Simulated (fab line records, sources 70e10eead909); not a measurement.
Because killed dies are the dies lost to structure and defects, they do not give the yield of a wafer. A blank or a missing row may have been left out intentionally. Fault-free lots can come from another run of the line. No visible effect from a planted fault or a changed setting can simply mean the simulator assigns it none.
Which of the tools did it?	flow nand_harc	14 lots, 42 wafers sampled, at 5 steps of a route of 1302

WHAT EACH GAUGE READ, for each wafer
NHARC_P_M0_INSPECT_27. Usual: raw_defect_count reads 306 (standard deviation 130).
lot	measured	on	raw_defect_count	flag
L286	day 6 20:02	defect_inspect-01	285 440 244	
L287	day 7 04:06	defect_inspect-02	197 162 183	
L292	day 9 01:42	defect_inspect-01	358 165 238	
L294	day 10 00:34	defect_inspect-02	446 409 162	
L295	day 10 11:11	defect_inspect-01	264 369 288	
L296	day 10 19:53	defect_inspect-01	382 253 368	
L297	day 10 23:52	defect_inspect-01	187 185 176	
L299	day 12 12:31	defect_inspect-01	207 328 350	
L301	day 13 06:12	defect_inspect-02	634 339 631	
L302	day 13 12:38	defect_inspect-02	546 665 327	
L304	day 14 07:08	defect_inspect-02	563 280 389	
L305	day 14 07:31	defect_inspect-02	299 170 362	
L306	day 14 17:30	defect_inspect-02	178 318 186	
L308	day 15 22:29	defect_inspect-01	180 179 326	

NHARC_END_SORT_01. Usual: defect_limited_yield 89.9 % (standard deviation 2.9); killed_at_array 64 (standard deviation 20); killed_at_other 0.7 (standard deviation 1.1); killed_at_periphery 3.6 (standard deviation 2.7); killed_dies 68 (standard deviation 20); killed_open 2.8 (standard deviation 1.9); killed_short 2.3 (standard deviation 1.5).
lot	measured	on	defect_limited_yield (%)	killed_at_array	killed_at_other	killed_at_periphery	killed_dies	killed_open	killed_short	flag
L292	day 27 22:22	prober-02	86.1 86.7 87.6	86 88 82	5 0 1	3 2 1	94 90 84	2 2 1	3 0 1	
L294	day 28 05:19	prober-01	90.3 91.0 91.4	57 56 56	3 0 0	6 5 2	66 61 58	4 3 4	3 0 2	
L295	day 28 16:13	prober-02	97.5 97.5 96.6	15 14 22	0 2 0	2 1 1	17 17 23	2 3 4	1 2 2	
L296	day 29 17:35	prober-01	90.3 90.0 89.2	58 64 69	1 1 1	7 3 3	66 68 73	2 2 5	1 1 3	
L297	day 29 16:46	prober-02	91.6 88.9 89.7	55 73 67	0 0 1	2 2 2	57 75 70	3 0 3	2 1 1	
L301	day 31 05:39	prober-01	87.1 87.4 87.0	81 82 78	0 0 1	6 3 9	87 85 88	4 0 5	0 2 1	
L308	day 34 00:38	prober-01	91.1 91.6 91.7	55 51 51	1 1 1	4 5 4	60 57 56	4 3 6	3 4 1	

WHICH TOOL RAN EACH LOT (tool, then ch and the chambers of the sampled wafers, then the start)
lot	NHARC_P_M0_DEGAS_28	NHARC_P_M0_PRE_CLEAN_31	NHARC_P_M1_EXPOSE_06
L286	pvd_sputter-01, day 6 18:28	pecvd-02 ch 0,1,2, day 6 20:07	arfi_scanner-01 ch 0, day 6 21:18
L287	pvd_sputter-03, day 7 02:26	pecvd-02 ch 0,2, day 7 04:10	arfi_scanner-03 ch 0, day 7 05:22
L292	pvd_sputter-01, day 9 00:07	pecvd-01 ch 0,1,2, day 9 01:46	arfi_scanner-03 ch 0, day 9 02:58
L294	pvd_sputter-02, day 9 23:00	pecvd-02 ch 0,1,2, day 10 00:39	arfi_scanner-03 ch 0, day 10 01:49
L295	pvd_sputter-03, day 10 09:38	pecvd-01 ch 0,2, day 10 11:16	arfi_scanner-02 ch 0, day 10 12:25
L296	pvd_sputter-03, day 10 18:10	pecvd-04 ch 1,2, day 10 20:11	arfi_scanner-01 ch 0, day 10 21:21
L297	pvd_sputter-02, day 10 22:20	pecvd-01 ch 0,1,2, day 10 23:57	arfi_scanner-02 ch 0, day 11 01:07
L299	pvd_sputter-02, day 12 10:58	pecvd-01 ch 0,2, day 12 12:35	arfi_scanner-01 ch 0, day 12 13:46
L301	pvd_sputter-02, day 13 04:38	pecvd-04 ch 0,1, day 13 06:17	arfi_scanner-02 ch 0, day 13 07:27
L302	pvd_sputter-01, day 13 11:07	pecvd-01 ch 0,1,2, day 13 12:44	arfi_scanner-02 ch 0, day 13 13:47
L304	pvd_sputter-03, day 14 05:35	pecvd-04 ch 0,1,2, day 14 07:14	arfi_scanner-02 ch 0, day 14 08:22
L305	pvd_sputter-01, day 14 05:58	pecvd-02 ch 0,1,2, day 14 07:37	arfi_scanner-01 ch 0, day 14 08:46
L306	pvd_sputter-03, day 14 15:56	pecvd-04 ch 0,1,2, day 14 17:34	arfi_scanner-01 ch 0, day 14 18:38
L308	pvd_sputter-02, day 15 20:44	pecvd-01 ch 0,1,2, day 15 22:34	arfi_scanner-01 ch 0, day 15 23:44
- NHARC_P_M0_DEGAS_28: time 60 s.
- NHARC_P_M0_PRE_CLEAN_31: time 12 s.
- NHARC_P_M1_EXPOSE_06: exposes mask P M1, target cd 130 nm.

AS READ BY THE TOOLS THEMSELVES (means over the sampled wafers that have a number; for cases with no such wafer, the mark the record gives instead)
NHARC_P_M0_DEGAS_28. Usual: heater_power_w reads 340 W (standard deviation 35).
lot	tool	heater_power_w (W)	flag
L286	pvd_sputter-01	312	
L287	pvd_sputter-03	344	
L292	pvd_sputter-01	369	
L294	pvd_sputter-02	355	
L295	pvd_sputter-03	356	
L296	pvd_sputter-03	343	
L297	pvd_sputter-02	352	
L299	pvd_sputter-02	341	
L301	pvd_sputter-02	357	
L302	pvd_sputter-01	333	
L304	pvd_sputter-03	350	
L305	pvd_sputter-01	313	
L306	pvd_sputter-03	349	
L308	pvd_sputter-02	367	

NHARC_P_M0_PRE_CLEAN_31. Usual: heater_power_w reads 625 W (standard deviation 96).
lot	tool	heater_power_w (W)	flag
L286	pecvd-02	591	
L287	pecvd-02	639	
L292	pecvd-01	641	
L294	pecvd-02	582	
L295	pecvd-01	652	
L296	pecvd-04	548	
L297	pecvd-01	631	
L299	pecvd-01	654	
L301	pecvd-04	607	
L302	pecvd-01	603	
L304	pecvd-04	620	
L305	pecvd-02	596	
L306	pecvd-04	654	
L308	pecvd-01	660	

NHARC_P_M1_EXPOSE_06. Usual: exposure_dose_mJ_cm2 81.84, standard deviation 0.11; focus_offset_nm 0.0 nm, standard deviation 0.57.
lot	tool	exposure_dose_mJ_cm2	focus_offset_nm (nm)	flag
L286	arfi_scanner-01	81.80	0.4	
L287	arfi_scanner-03	81.88	0.1	
L292	arfi_scanner-03	86.24	0.7	OFF
L294	arfi_scanner-03	85.33	-0.1	OFF
L295	arfi_scanner-02	81.78	0.1	
L296	arfi_scanner-01	81.84	-0.3	
L297	arfi_scanner-02	81.78	0.3	
L299	arfi_scanner-01	81.87	0.1	
L301	arfi_scanner-02	81.69	0.4	
L302	arfi_scanner-02	81.65	0.6	
L304	arfi_scanner-02	81.59	-0.2	
L305	arfi_scanner-01	81.88	-0.2	
L306	arfi_scanner-01	81.79	-1.0	
L308	arfi_scanner-01	81.97	1.0	

THE ANSWER, worked out from the rows above alone
Rule: a lot is off if the mean of its wafers that have a number lies more than 3 standard deviations from the usual mean. A lot without any number at a reading at which 4 lots or more have one is off too. Where the step has rows for the other lots, those lots are counted as sound. The gauges are gone through in route order, then the tools' own readings, and for those a lot's mean is taken as printed above. At the first step where some lot is off, the reading lying furthest off is the one used; lots without a number count as furthest.
Off, at NHARC_P_M1_EXPOSE_06 on exposure_dose_mJ_cm2: L292, L294.
A tool fits if, at that step or a process step before it, it ran every lot that is off, and no sound lot after the first of them. One candidate fits, namely arfi_scanner-03 at NHARC_P_M1_EXPOSE_06. Its last sound lot is L287 (day 7 05:22), its first lot that is off L292 (day 9 02:58): a fault that began between those two fits.
On the lots that are off, the tool's own readings at NHARC_P_M1_EXPOSE_06 differ by more than 5 times the standard deviation of the sound lots' means, which bears it out; exposure_dose_mJ_cm2 reads 85.78 there versus 81.79 on the sound lots.

WHAT WAS PUT IN BY THE SIMULATOR
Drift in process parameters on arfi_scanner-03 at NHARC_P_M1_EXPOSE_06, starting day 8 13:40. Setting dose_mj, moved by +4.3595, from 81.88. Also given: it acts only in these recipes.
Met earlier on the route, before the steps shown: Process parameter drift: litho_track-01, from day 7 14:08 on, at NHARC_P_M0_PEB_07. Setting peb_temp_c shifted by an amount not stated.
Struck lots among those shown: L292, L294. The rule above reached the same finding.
